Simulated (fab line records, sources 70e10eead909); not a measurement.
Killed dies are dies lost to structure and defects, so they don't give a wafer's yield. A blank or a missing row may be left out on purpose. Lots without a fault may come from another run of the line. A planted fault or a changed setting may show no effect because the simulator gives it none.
Chamber matching | flow nand_harc | NHARC_A_STAIRCASE_ETCHBACK_422 on rie_diel-01: 4 sister chambers
The step etches the open film in CH3F/O2, target depth 40 nm, time 74.286 s. 4 wafers are shown with their chamber, then 8 later ones without.

WAFERS WITH THEIR CHAMBER
wafer  | chamber | showerhead_plenum_p_Torr (Torr)
L087.4 | 2       | 2.42
L092.3 | 1       | 2.53
L092.5 | 3       | 2.31
L091.4 | 0       | 2.46

WAFERS WITHOUT THEIR CHAMBER
wafer  | showerhead_plenum_p_Torr (Torr)
L091.5 | 2.41
L091.6 | 2.30
L093.1 | 2.53
L093.4 | 2.41
L093.6 | 2.41
L096.2 | 2.41
L096.5 | 2.41
L096.6 | 2.46

WHICH CHAMBER EACH WENT THROUGH
wafer  | from the rows above | in truth
L091.5 | 2                   | 2
L091.6 | 3                   | 3
L093.1 | 1                   | 1
L093.4 | 2                   | 2
L093.6 | 2                   | 2
L096.2 | 2                   | 2
L096.5 | 2                   | 2
L096.6 | 0                   | 0
Placed correctly: 8 of 8. Can't be placed from these rows: 0. Placed wrongly: 0.
How it was worked out, from the rows above alone: a wafer's distance from a chamber is the root of the sum, over the readings, of the square of ((its reading less the chamber's mean) divided by the reading's scatter). The wafer belongs to the nearest chamber; if the next one is less than 2 further off, it can't be placed. A chamber's mean is the mean of its shown wafers. The scatter: with one shown wafer a chamber, the root of the mean of the squares of how far each hidden wafer lies from its nearest shown one.
